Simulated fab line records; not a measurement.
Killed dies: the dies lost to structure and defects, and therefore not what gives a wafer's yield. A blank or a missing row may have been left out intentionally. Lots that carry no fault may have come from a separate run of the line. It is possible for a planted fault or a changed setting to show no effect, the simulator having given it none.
fab line records | flow n5Finfet
record: lots: 9 wafers: 25 lastDay: 17
route steps=1938 shown BEOL_M3@932 BEOL_M4@1111
lots with no fault: from the same line, run without faults
startH: hours from the record's first day to the start of the lot's first wafer shown | waitH: hours from the lot's prior step to this one | " unchanged from the row above | L1.1+2: several wafers, shown together as one row | - no value, or no start was given | * or withheld: withheld | < > ~ a bound
route shown NAME@n: NAME is a module with steps in the file, n the number in the route of the first one | usual: average and standard deviation across the fault-free wafers | same: alike in all rows | chamber/n: place in a boat | sites: the reading at each site | _std_site: standard deviation of those values | _edge_site: mean of outer sites minus mean of inner sites | radiusMm: how far each site lies from the wafer's centre | mask NAME#n: copy n | behind: the most recent tool/chamber to have shaped the wafer | hold: cause of the lot's hold/its duration in hours/its outcome | device: the n, p or np transistor that did not switch | end of line: tests of these same wafers at the route's end | a step with no rows: only its recipe | killed: not the wafer's yield, but the dies lost to structure and defects at the first sort | map: per-die view of a wafer (x killed, . not killed, _ where there is no die)
set.NAME: the run value of the setting; set.NAME@STEP: its run value at that earlier step | model.NAME: the simulator's own value behind a step, which no gauge read
route steps across a sampled set of lots; one table per step, one row per wafer
services: the hour from which a tool's chamber was out of use, counted from the record's first day as startH (under 0 if before that day), plus the number of hours and why
== steps ==
step: N5_BEOL_M3_THK_MEAS_01
recipe: reads: SiOC_of_BEOL_M3_ILD_DEP_00
usual: M3_ILD_THK: 79.2/1
columns lot.wafer tool chamber startH waitH M3_ILD_THK[nm]
L339.2 filmMetro-02 - 172.21 0.1 78.2
L339.3 " - " " 78.2
L339.5 " - " " 79.5
L341.2 filmMetro-02 - 209.29 0.1 78.2
L341.4 " - " " 78.9
L341.5 " - " " 78.5
L344.1 filmMetro-01 - 209.30 0.1 80.5
L344.3 " - " " 80.8
L344.5 " - " " 81.3
L342.3 filmMetro-01 - 213.73 0.1 78.2
L342.4 " - " " 78.9
L342.5 " - " " 79.1
L345.2 filmMetro-01 - 215.73 0.1 79.6
L345.4 " - " " 80.9
L345.5 " - " " 81.1
L346.2 filmMetro-01 - 222.03 0.1 78.8
L346.4 " - " " 79.5
L346.6 " - " " 78.4
L354.5 filmMetro-01 - 265.61 0.0 79.3
L354.6 " - " " 79.9
L355.4 filmMetro-01 - 277.53 0.0 80.3
L355.6 " - " " 80.3
L357.1 filmMetro-01 - 284.24 0.0 78.9
L357.2 " - " " 79.2
L357.4 " - " " 80.0
step: N5_BEOL_M3_PECVD_72
recipe: material: SiO2 targetThkA: 160 tempC: 400 precursor: TEOS/O2 pressureTorr: 5.5 rfW: 450 teosFlowSccm: 53.8 gas: O2 flowSccm: 3000 timeS: 18
usual: chamberPressureTorr: 5.500/0.012 heaterPowerW: 678/66 showerheadPlenumPTorr: 8.75/0.056 throttleValvePct: 22.3/1.1
columns lot.wafer tool chamber startH waitH chamberPressureTorr heaterPowerW showerheadPlenumPTorr throttleValvePct
L339.2 pecvd-03 1 172.27 0.1 5.505 613 8.77 21.3
L339.3 " 0 " " 5.498 744 8.74 21.9
L339.5 " 0 " " 5.499 732 8.76 21.9
L341.2 pecvd-03 2 209.33 0.0 5.494 686 8.70 21.6
L341.4 " 0 " " 5.514 679 8.75 21.6
L341.5 " 1 " " 5.504 502 8.72 21.5
L344.1 pecvd-04 0 209.34 0.0 5.521 778 8.75 22.0
L344.3 " 0 " " 5.517 778 8.76 22.2
L344.5 " 1 " " 5.513 672 8.72 23.9
L342.3 pecvd-04 1 213.78 0.1 5.502 544 8.75 23.6
L342.4 " 0 " " 5.509 746 8.75 21.9
L342.5 " 0 " " 5.481 758 8.75 22.0
L345.2 pecvd-03 2 215.76 0.0 5.483 694 8.72 21.5
L345.4 " 1 " " 5.490 505 8.75 21.3
L345.5 " 0 " " 5.486 685 8.77 21.9
L346.2 pecvd-04 1 222.07 0.0 5.500 644 8.75 23.7
L346.4 " 1 " " 5.498 633 8.73 23.3
L346.6 " 1 " " 5.489 662 8.76 24.0
L354.5 pecvd-02 1 265.66 0.1 5.510 683 8.83 22.7
L354.6 " 2 " " 5.506 766 8.81 20.6
L355.4 pecvd-02 0 277.58 0.1 5.488 715 8.66 23.9
L355.6 " 1 " " 5.509 737 8.84 22.9
L357.1 pecvd-04 2 284.27 0.0 5.504 574 8.78 20.7
L357.2 " 0 " " 5.510 740 8.73 22.1
L357.4 " 1 " " 5.476 626 8.74 23.7
step: N5_BEOL_M3_ETCH_74
recipe: chemistry: N2/H2 target: underlayer targetDepthA: 65 maskMaterial: CAR-EUV timeS: 5.2 ionEnergyEv: 200 pressureMtorr: 30 sourceW: 840 biasW: 150 n2FlowSccm: 200 h2FlowSccm: 200 ends: cleared
usual: biasW: 150.0/0.48 drypumpMotorCurrentA: 5.8/0.44 etchRfOnTimeS: 5.19/0.088 n2FlowSccm: 200.0/0.55 oesProductAu: 0.69/0.07 rfVppV: 524.3/2.8 showerheadPlenumPTorr: 2.56/0.089 throttleValvePct: 17.90/0.26
columns lot.wafer tool chamber startH waitH biasW drypumpMotorCurrentA etchRfOnTimeS n2FlowSccm oesProductAu rfHoursCounterH rfVppV showerheadPlenumPTorr throttleValvePct
L339.2 rieDiel-02 0 172.90 0.0 149.9 5.1 5.06 200.9 0.81 11 529.6 2.72 18.02
L339.3 " 3 " " 149.9 6.5 5.05 200.7 0.83 4 527.5 2.60 17.43
L339.5 " 2 " " 150.5 5.1 5.32 199.1 0.68 - 523.0 2.47 17.69
L341.2 rieDiel-06 1 211.28 0.0 149.8 5.5 5.25 199.5 0.63 190 519.8 2.43 17.93
L341.4 " 0 " " 150.5 5.8 5.16 200.3 0.73 52 524.3 2.59 17.59
L341.5 " 0 " " 150.0 5.7 5.14 199.6 0.73 - 524.8 2.59 17.62
L344.1 rieDiel-05 3 211.44 0.0 150.0 5.8 5.11 199.9 0.83 4 528.1 2.71 17.77
L344.3 " 0 " " 149.1 5.7 5.03 200.1 0.81 12 522.1 2.50 17.52
L344.5 " 3 " " 149.6 5.8 5.12 200.2 0.81 - 529.2 2.71 17.73
L342.3 rieDiel-05 1 215.22 0.0 149.7 5.9 5.24 200.6 0.62 191 526.5 2.64 18.17
L342.4 " 3 " " 149.1 5.8 5.15 199.4 0.81 6 530.0 2.71 17.78
L342.5 " 1 " " 149.3 5.9 5.26 199.7 0.62 - 526.9 2.64 18.17
L345.2 rieDiel-02 3 218.36 0.0 149.6 6.6 5.00 199.5 0.77 23 524.9 2.59 17.46
L345.4 " 0 " " 150.3 5.1 5.07 199.3 0.77 - 528.1 2.71 18.08
L345.5 " 3 " " 149.9 6.6 4.99 200.1 0.78 - 524.5 2.59 17.45
L346.2 rieDiel-05 0 224.76 0.0 149.7 5.7 5.03 199.9 0.80 16 521.5 2.50 17.54
L346.4 " 1 " " 150.4 5.8 5.16 200.3 0.63 194 526.5 2.63 18.19
L346.6 " 2 " " 149.9 5.4 5.08 200.2 0.62 - 522.4 2.53 18.33
L354.5 rieDiel-05 2 271.17 0.0 150.1 5.4 5.18 200.9 0.61 - 524.8 2.52 18.31
L354.6 " 1 " " 150.4 5.9 6.84 199.4 0.53 - 526.8 2.63 18.18
L355.4 rieDiel-05 2 278.16 0.0 150.7 5.4 5.09 200.6 0.62 209 522.2 2.52 18.33
L355.6 " 1 " " 149.8 5.9 6.75 199.1 0.54 - 526.3 2.63 18.18
L357.1 rieDiel-05 0 286.02 0.0 150.4 5.6 6.57 200.9 0.68 31 522.0 2.49 17.53
L357.2 " 2 " " 149.8 5.4 5.11 200.1 0.61 211 525.8 2.52 18.34
L357.4 " 3 " " 150.4 5.8 5.14 199.0 0.77 24 532.2 2.70 17.79
step: N5_BEOL_M3_STRIP_66
recipe: chemistry: CF4 resist: SiARC powerW: 300 biasPowerW: 75 pressureMtorr: 50 cf4FlowSccm: 150 rfFrequencyHz: 6e+07
usual: drypumpMotorCurrentA: 5.8/0.44 oesProductAu: 0.80/0.076 rfVppV: 271.3/1.7 showerheadPlenumPTorr: 1.80/0.061 throttleValvePct: 13.57/0.26
columns lot.wafer tool chamber startH waitH drypumpMotorCurrentA oesProductAu rfHoursCounterH rfVppV showerheadPlenumPTorr throttleValvePct
L339.2 rieDiel-02 0 173.07 0.0 5.1 0.92 11 272.5 1.91 13.64
L339.3 " 3 " " 6.6 0.94 4 272.3 1.83 13.17
L339.5 " 2 " " 5.1 0.80 - 271.0 1.74 13.46
L341.2 rieDiel-06 1 211.45 0.0 5.5 0.72 190 269.4 1.71 13.62
L341.4 " 0 " " 5.7 0.83 52 272.5 1.82 13.26
L341.5 " 0 " " 5.7 0.83 - 271.1 1.82 13.23
L344.1 rieDiel-05 3 211.61 0.0 5.8 0.94 4 271.9 1.91 13.38
L344.3 " 0 " " 5.7 0.92 12 272.4 1.76 13.12
L344.5 " 3 " " 5.7 0.94 - 273.7 1.91 13.37
L342.3 rieDiel-05 1 215.39 0.0 5.8 0.74 191 272.5 1.85 13.77
L342.4 " 3 " " 5.7 0.94 6 274.8 1.91 13.38
L342.5 " 1 " " 5.8 0.73 - 271.5 1.85 13.76
L345.2 rieDiel-02 3 218.53 0.0 6.6 0.88 23 272.2 1.82 13.22
L345.4 " 0 " " 5.1 0.87 - 273.7 1.90 13.69
L345.5 " 3 " " 6.6 0.90 - 271.0 1.82 13.20
L346.2 rieDiel-05 0 224.94 0.0 5.6 0.91 16 270.8 1.76 13.14
L346.4 " 1 " " 5.8 0.74 194 272.3 1.85 13.78
L346.6 " 2 " " 5.4 0.72 - 270.2 1.78 13.95
L354.5 rieDiel-05 2 271.34 0.0 5.4 0.71 - 269.3 1.78 13.97
L354.6 " 1 " " 5.8 0.72 - 272.7 1.85 13.81
L355.4 rieDiel-05 2 278.34 0.0 5.4 0.71 209 271.7 1.77 13.98
L355.6 " 1 " " 5.8 0.72 - 274.0 1.85 13.81
L357.1 rieDiel-05 0 286.19 0.0 5.6 0.88 31 271.4 1.76 13.16
L357.2 " 2 " " 5.4 0.71 211 268.9 1.77 13.98
L357.4 " 3 " " 5.7 0.88 24 274.8 1.91 13.43
step: N5_BEOL_M4_RC_MEAS_101
usual: DIBL_N: 36.3/1.2 DIBL_P: 36.7/1.5 IOFF_N: 0.164/0.02 IOFF_P: 0.214/0.024 ION_N: 673/8.5 ION_P: 461/5.9 SS_N: 71.6/0.44 SS_P: 73.3/0.55 VT_N: 249.4/2.4 VT_P: -250.0/2.3
columns lot.wafer tool chamber startH waitH DIBL_N[mV/V] DIBL_P[mV/V] IOFF_N[nA/um] IOFF_P[nA/um] ION_N[uA/um] ION_P[uA/um] SS_N[mV/dec] SS_P[mV/dec] VT_N[mV] VT_P[mV]
L339.2 prober-01 0 205.67 0.2 37.4 37.3 0.179 0.263 691 480 71.8 73.7 247.9 -244.0
L339.3 " 0 " " 37.9 38.3 0.193 0.274 672 466 72.1 74.0 243.3 -242.7
L339.5 " 0 " " 36.1 36.5 0.152 0.238 689 474 71.8 73.6 246.9 -246.4
L341.2 prober-02 0 225.39 0.2 34.4 35.5 0.140 0.198 668 457 71.3 72.5 252.3 -248.4
L341.4 " 0 " " 36.3 37.5 0.174 0.229 675 464 71.7 73.4 248.8 -248.3
L341.5 " 0 " " 35.7 36.6 0.159 0.215 668 458 71.5 73.4 250.5 -249.8
L344.1 prober-01 0 230.53 0.0 35.0 35.5 0.152 0.205 681 469 71.4 73.2 250.3 -251.2
L344.3 " 0 " " 35.4 36.4 0.167 0.214 678 463 71.4 73.4 247.4 -250.8
L344.5 " 0 " " 36.1 37.2 0.175 0.225 676 459 71.8 73.9 247.5 -248.6
L345.2 prober-02 0 233.36 0.2 38.5 39.1 0.217 0.266 692 470 72.3 74.8 247.0 -248.6
L345.4 " 0 " " 36.8 37.5 0.172 0.242 673 459 72.2 74.5 250.8 -247.8
L345.5 " 0 " " 35.9 35.4 0.151 0.201 667 456 71.6 73.4 251.7 -251.3
L342.3 prober-01 0 234.01 0.3 36.1 37.7 0.172 0.219 683 464 71.6 73.4 248.2 -248.6
L342.4 " 0 " " 35.7 37.2 0.164 0.210 677 464 72.1 73.6 248.6 -251.2
L342.5 " 0 " " 37.2 39.5 0.199 0.248 689 465 72.6 75.0 244.6 -247.5
L346.2 prober-02 0 247.90 0.2 37.8 36.6 0.164 0.201 673 456 71.4 73.5 248.8 -251.1
L346.4 " 0 " " 36.2 35.0 0.148 0.183 663 451 71.5 73.3 250.9 -253.0
L346.6 " 0 " " 37.2 35.5 0.161 0.202 663 451 72.0 73.1 250.2 -249.0
L354.5 prober-02 0 286.79 0.6 39.0 37.4 0.196 0.229 666 460 71.8 73.7 246.6 -249.1
L354.6 " 0 " " 36.5 35.9 0.157 0.211 668 459 71.1 73.2 249.5 -249.3
L355.4 prober-01 0 300.50 0.5 37.5 38.9 0.194 0.256 671 460 71.9 73.7 245.0 -248.7
L355.6 " 0 " " 36.9 38.2 0.180 0.244 674 465 71.4 73.9 247.3 -248.9
L357.1 prober-02 0 307.18 0.0 36.3 38.1 0.159 0.214 680 465 71.2 73.8 251.0 -251.5
L357.2 " 0 " " 36.1 38.3 0.160 0.214 672 465 71.2 73.3 251.5 -250.7
L357.4 " 0 " " 38.6 40.1 0.200 0.258 682 469 72.3 74.7 247.2 -249.7
== services ==
columns tool chamber startH hours kind
rieDiel-05 0 159.98 - clean
rieDiel-05 0 159.98 - consumableReplace:focusRing
rieDiel-05 0 159.98 15.6 scheduledDown
rieDiel-05 0 159.98 15.6 ventCycle
pecvd-03 2 166.60 19.3 repair
pecvd-04 - 172.05 0.9 repair
rieDiel-05 3 175.58 - clean
rieDiel-05 3 175.58 - consumableReplace:focusRing
rieDiel-05 3 175.58 - consumableReplace:showerhead
rieDiel-05 3 175.58 22.7 scheduledDown
rieDiel-05 3 175.58 22.7 ventCycle
rieDiel-02 2 187.47 42.2 repair
rieDiel-05 - 197.43 0.5 repair
pecvd-04 2 202.38 - clean
pecvd-04 2 202.38 - consumableReplace:showerhead
pecvd-04 2 202.38 29.0 scheduledDown
pecvd-04 2 202.38 29.0 ventCycle
pecvd-02 1 242.54 2.1 repair
pecvd-03 - 263.84 1.6 repair
pecvd-02 - 266.62 1.8 repair
== key ==
firstSign: step: N5_BEOL_M3_ETCH_74 reading: etchRfOnTimeS direction: up sigmas: 17 usual: * struck: *
effect none on later readings
metAt N5_BEOL_M3_ETCH_74
struckLots L354,L355,L357
struckWafers L354.6,L355.6,L357.1
notActingAt N5_BEOL_M3_THK_MEAS_01,N5_BEOL_M3_PECVD_72,N5_BEOL_M3_STRIP_66
onsetBetween 224.76 271.17
fault: kind: processParameterDrift tool: rieDiel-05 chamber: - onsetH: 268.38 steps: N5_BEOL_M3_ETCH_74 channel: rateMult offset: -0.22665 shape: step endH: 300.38 scope: struckWafersOnly
